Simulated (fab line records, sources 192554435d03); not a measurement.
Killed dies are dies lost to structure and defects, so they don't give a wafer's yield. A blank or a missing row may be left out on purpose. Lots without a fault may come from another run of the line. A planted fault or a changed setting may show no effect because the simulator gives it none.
Split-lot experiment | flow n5_finfet | 7 lots, 21 wafers read, on a route of 1938 steps

THE SPLIT
At N5_BEOL_M5_PECVD_70 (deposits SiO2 from TEOS/O2, target thk 16 nm, time 18 s), the setting time_s was moved away from the recipe's 18 s on 7 of the 21 wafers read, by -9.4% to +14.2%. The other wafers ran this setting at the recipe's value.

FROM THE SPLIT TO THE READING: what the file shows between them, 3 steps
- N5_BEOL_M5_TRENCH_ETCH_37: etches SiCOH lowk in C4F6/O2, target depth 71.652 nm, time 24.7 s (also split here: source_w)
- N5_BEOL_M5_ETCH_41: etches SiCN in CH3F/O2, target depth 31.5 nm, time 56.7 s (also split here: source_w)
- N5_BEOL_M5_STRIP_91: strips in N2/H2, time 10 s

THE READING
SiO2_of_BEOL_M5_PECVD_70.thk_nm (the simulator's own value, which no gauge read), in nm, at N5_BEOL_M5_HM_STRIP_39 (strips TiN in peroxide tin strip, target depth 25 nm, time 158 s). The file gives no usual value for it. The 14 wafers here that ran the recipe average 15.7 nm, standard deviation 0.12 nm.

wafer  | tool, chamber at the split | time_s as run, s | against the recipe | SiO2_of_BEOL_M5_PECVD_70.thk_nm, nm | against lot-mates on the recipe
L075.2 | pecvd-03, 1                | 20.55            | +14.2%             | 17.4                                | +1.7
L075.3 | pecvd-03, 2                | 18               | recipe             | 15.8                                | -
L075.5 | pecvd-03, 0                | 18               | recipe             | 15.6                                | -
L077.1 | pecvd-03, 2                | 18               | recipe             | 15.8                                | -
L077.2 | pecvd-03, 0,1              | 18               | recipe             | 15.6                                | -
L077.3 | pecvd-03, 0,1              | 18               | recipe             | 15.6                                | -
L081.3 | pecvd-02, 0                | 18               | recipe             | 15.6                                | -
L081.5 | pecvd-02, 0,1              | 16.31            | -9.4%              | 14.6                                | -1.0
L081.6 | pecvd-02, 0,1              | 16.31            | -9.4%              | 14.4                                | -1.2
L085.1 | pecvd-03, 0                | 19.53            | +8.5%              | 17                                  | +1.4
L085.3 | pecvd-03, 1                | 18               | recipe             | 15.6                                | -
L085.4 | pecvd-03, 2                | 19.53            | +8.5%              | 17.4                                | +1.8
L090.2 | pecvd-03, 2,0              | 18               | recipe             | 15.6                                | -
L090.4 | pecvd-03, 2,0              | 18               | recipe             | 15.6                                | -
L090.6 | pecvd-03, 2                | 18               | recipe             | 15.8                                | -
L092.1 | pecvd-03, 2                | 18               | recipe             | 15.6                                | -
L092.4 | pecvd-03, 1                | 18               | recipe             | 16                                  | -
L092.6 | pecvd-03, 0                | 16.64            | -7.6%              | 14.4                                | -1.4
L097.1 | pecvd-02, 2                | 20.41            | +13.4%             | 17.6                                | +2.0
L097.2 | pecvd-02, 1,0              | 18               | recipe             | 15.6                                | -
L097.3 | pecvd-02, 1,0              | 18               | recipe             | 15.6                                | -
Where a row lists several chambers, the file gives one row for several wafers and doesn't say which wafer went through which chamber.

THE FIT
A straight line over all 21 wafers: SiO2_of_BEOL_M5_PECVD_70.thk_nm changes by +0.142 nm for each +1% of time_s; r = +0.98; the points scatter about the line by 0.19 nm.
The same after taking each lot's own level away (the mean of its wafers on the recipe; 21 wafers): +0.143 nm for each +1%; r = +0.97; scatter 0.21 nm.
On that fit, the largest move of time_s shifts the reading by 2 nm.
The lots' own levels span 15.60 to 15.80 nm, that is 1.6 times the standard deviation above.
So the lot-to-lot level changes the slope little: the two slopes agree.
Check: with one of the wafers moved furthest among these (+14.2%) left out of the fit, the line predicts +2.21 nm for it against its lot-mates. It came out at +1.7 nm against them.

OTHER SPLITS ON THESE WAFERS
These wafers also went through other splits before the reading. Each is held against what the fit with the lots' levels taken away leaves over:
other split on the same wafers     | wafers away from the commonest value | r with SiO2_of_BEOL_M5_PECVD_70.thk_nm (lot level and that fit taken away)
N5_BEOL_M2_DESCUM_33 time_s        | 2                                    | +0.18
N5_BEOL_M5_TRENCH_ETCH_37 source_w | 8                                    | +0.42
N5_BEOL_M5_ETCH_41 source_w        | 8                                    | +0.25

THE WHOLE CHAIN: every reading that the file lists as answering this split, in the file's order
step                   | what it does                                                     | reading                                                                          | change (the file's fit)               | r (the file's)
N5_BEOL_M5_PECVD_70    | deposits SiO2 from TEOS/O2, target thk 16 nm, time 18 s          | SiO2_of_BEOL_M5_PECVD_70.thk_nm (the simulator's own value, which no gauge read) | +0.146 nm for each +1% of the setting | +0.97
N5_BEOL_M5_HM_STRIP_39 | strips TiN in peroxide tin strip, target depth 25 nm, time 158 s | SiO2_of_BEOL_M5_PECVD_70.thk_nm (the simulator's own value, which no gauge read) | +0.143 nm for each +1% of the setting | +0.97

THE FILE'S OWN FIT
SiO2_of_BEOL_M5_PECVD_70.thk_nm changes by +0.143 nm for each +1% of time_s, r = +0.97.
